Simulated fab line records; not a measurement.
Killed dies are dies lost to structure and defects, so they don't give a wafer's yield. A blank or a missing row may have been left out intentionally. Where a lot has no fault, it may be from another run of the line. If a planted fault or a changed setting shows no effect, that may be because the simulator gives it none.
Matching of chambers -- flow n5 finfet -- N5_SD_EPI_N_DESCUM_14 on rie diel-06: 4 sister chambers
The step chemistry O2, time 7.9 s. 8 wafers are shown with their chamber, then 8 later ones without.

WAFERS, EACH WITH ITS CHAMBER
wafer,chamber,showerhead plenum p Torr (Torr),drypump motor current A (A)
L081.5,2,2.01,5.6
L090.2,3,1.98,6.6
L090.3,1,2.22,6.4
L090.6,0,2.10,5.9
L091.1,1,2.22,6.4
L091.2,2,2.01,5.7
L091.3,0,2.10,5.9
L092.2,3,1.97,6.6

WAFERS WITHOUT THEIR CHAMBER
wafer,showerhead plenum p Torr (Torr),drypump motor current A (A)
L092.4,2.10,5.9
L092.5,2.01,5.6
L093.1,2.10,5.9
L093.5,2.10,5.9
L093.6,1.97,6.6
L094.1,2.00,5.6
L094.3,1.97,6.6
L094.4,2.22,6.4

CHAMBER TAKEN BY EACH
wafer,from the rows above,in truth
L092.4,0,0
L092.5,2,2
L093.1,0,0
L093.5,0,0
L093.6,3,3
L094.1,2,2
L094.3,3,3
L094.4,1,1
Correctly placed: 8 of 8. Number that these rows cannot place: 0. Placed wrongly: 0.
How it was worked out, from the rows above alone: a wafer's distance from a chamber is the root of the sum, over the readings, of the square of ((its reading less the chamber's mean) divided by the reading's scatter). If the next closest chamber is less than 2 further off than the closest, the wafer can't be placed; otherwise it belongs to the closest. For every chamber, the mean is computed from those of its wafers that are shown. The scatter is the square root of a quotient: the sum, over the shown wafers, of each reading's squared deviation from its chamber's mean, divided by wafers minus chambers.
